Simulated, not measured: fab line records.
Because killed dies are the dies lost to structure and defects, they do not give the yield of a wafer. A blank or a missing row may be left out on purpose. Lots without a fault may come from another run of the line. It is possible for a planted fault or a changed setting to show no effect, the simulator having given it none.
Split-lot experiment	flow n5-finfet	39 wafers read across 7 lots, on a route 1938 steps long

== ABOUT THE SPLIT ==
At N5_BEOL_M1_TRENCH_ETCH_37 (etches SiOC in C4F6/O2, target depth 55.207 nm, time 29 s), the setting time-s was moved away from the recipe's 29 s on 18 of the 39 wafers read, by -24.1% to +42.4%. All remaining wafers had this setting at the recipe value.

== FROM THE SPLIT TO THE READING: what the file shows between them, 2 steps ==
- N5_BEOL_M1_ETCH_41: etches SiCN in CH3F/O2, target depth 31.9 nm, time 57.8 s
- N5_BEOL_M1_STRIP_97: strips in N2/H2, time 10 s

== THE READING ==
trench-depth-nm, in nm, at N5_BEOL_M1_OCD_MEAS_38. On this fab line, fault-free wafers typically give 55.0 nm with a standard deviation of 0.93 nm.

wafer	tool, chamber at the split	time-s as run, s	against the recipe	trench-depth-nm, nm	against lot-mates on the recipe
L074.1	rie-diel-04, 3	29	recipe	55.4	-
L074.2	rie-diel-04, 2	29	recipe	55.4	-
L074.3	rie-diel-04, 1	24.47	-15.6%	46.4	-9.1
L074.4	rie-diel-04, 3	29	recipe	55.6	-
L074.5	rie-diel-04, 2	24.47	-15.6%	46.6	-8.9
L074.6	rie-diel-04, 1	24.47	-15.6%	46.7	-8.8
L076.1	rie-diel-03, 3	36.79	+26.9%	67.6	+13.1
L076.2	rie-diel-03, 1	29	recipe	54.5	-
L076.3	rie-diel-03, 0	29	recipe	55.2	-
L076.4	rie-diel-03, 2	36.79	+26.9%	69.5	+15.0
L076.5	rie-diel-03, 3	29	recipe	53.8	-
L076.6	rie-diel-03, 2	36.79	+26.9%	68.3	+13.8
L080.1	rie-diel-03, 1	29	recipe	54.9	-
L080.2	rie-diel-03, 3	22.64	-21.9%	42.3	-12.8
L080.3	rie-diel-03, 0	22.64	-21.9%	43.4	-11.7
L080.4	rie-diel-03, 2	29	recipe	54.8	-
L080.5	rie-diel-03, 2	22.64	-21.9%	42.1	-13.0
L080.6	rie-diel-03, 1	29	recipe	55.6	-
L087.1	rie-diel-02, 1	29	recipe	53.3	-
L087.2	rie-diel-02, 2	29	recipe	54.2	-
L087.3	rie-diel-02, 3	22	-24.1%	42.5	-12.0
L087.4	rie-diel-02, 0	22	-24.1%	41.3	-13.2
L087.5	rie-diel-02, 0	22	-24.1%	41.5	-13.0
L087.6	rie-diel-02, 3	29	recipe	55.9	-
L090.2	rie-diel-02, 1	29	recipe	53.1	-
L090.4	rie-diel-02, 0	29	recipe	54.8	-
L090.5	rie-diel-02, 0	29	recipe	54.7	-
L094.1	rie-diel-04, 1	39	+34.5%	74.7	+19.1
L094.2	rie-diel-04, 3	29	recipe	55.8	-
L094.3	rie-diel-04, 2	39	+34.5%	73.8	+18.2
L094.4	rie-diel-04, 0	29	recipe	56.4	-
L094.5	rie-diel-04, 3	29	recipe	54.6	-
L094.6	rie-diel-04, 0	39	+34.5%	76.1	+20.5
L096.1	rie-diel-04, 3	41.29	+42.4%	80.0	+24.1
L096.2	rie-diel-04, 1	41.29	+42.4%	78.8	+22.9
L096.3	rie-diel-04, 0	41.29	+42.4%	80.6	+24.7
L096.4	rie-diel-04, 0	29	recipe	56.3	-
L096.5	rie-diel-04, 1	29	recipe	56.0	-
L096.6	rie-diel-04, 3	29	recipe	55.4	-

THE FIT
A straight line over all 39 wafers: trench-depth-nm changes by +0.562 nm for each +1% of time-s; r = +1.00; the points scatter about the line by 1 nm.
The same after taking each lot's own level away (the mean of its wafers on the recipe; 39 wafers): +0.553 nm for each +1%; r = +1.00; scatter 0.77 nm.
That fit puts the effect of the largest move of time-s on the reading at 23 nm.
The span of the lots' own levels, 54.20 to 55.90 nm, comes to 1.8 times the standard deviation stated above.
The two slopes are in agreement: the lot-to-lot level therefore moves the slope only a little.
Check: for one of the wafers moved furthest among these (+42.4%), held out of the fit, the line's prediction against its lot-mates is +23.3 nm. It came out at +24.1 nm against them.

== OTHER SPLITS ON THESE WAFERS ==
Before the reading, these wafers also passed through other splits. Each is held against what the fit with the lots' levels taken away leaves over:
other split on the same wafers	wafers away from the commonest value	r with trench-depth-nm (lot level and that fit taken away)
N5_FIN_SAQP_HM_DEP_03 target-thk-a	12	-0.12
N5_FIN_CUT_CUT_ETCH_26 target-depth-a	15	+0.04
N5_HKMG_FIN_ALD_79 ald-cycles	15	-0.12

== THE WHOLE CHAIN: every reading that the file lists as answering this split, in the file's order ==
step	what it does	reading	change (the file's fit)	r (the file's)
N5_BEOL_M1_TRENCH_ETCH_37	etches SiOC in C4F6/O2, target depth 55.207 nm, time 29 s	BEOL_M1.feature-depth-nm (the simulator's own value, which no gauge read)	+0.55 nm for each +1% of the setting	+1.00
N5_BEOL_M1_TRENCH_ETCH_37	etches SiOC in C4F6/O2, target depth 55.207 nm, time 29 s	etch.depth-nm (the simulator's own value, which no gauge read)	+0.55 nm for each +1% of the setting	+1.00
N5_BEOL_M1_OCD_MEAS_38		trench-depth-nm	+0.553 nm for each +1% of the setting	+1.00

== FILE'S OWN FIT ==
trench-depth-nm changes by +0.553 nm for each +1% of time-s, r = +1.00.
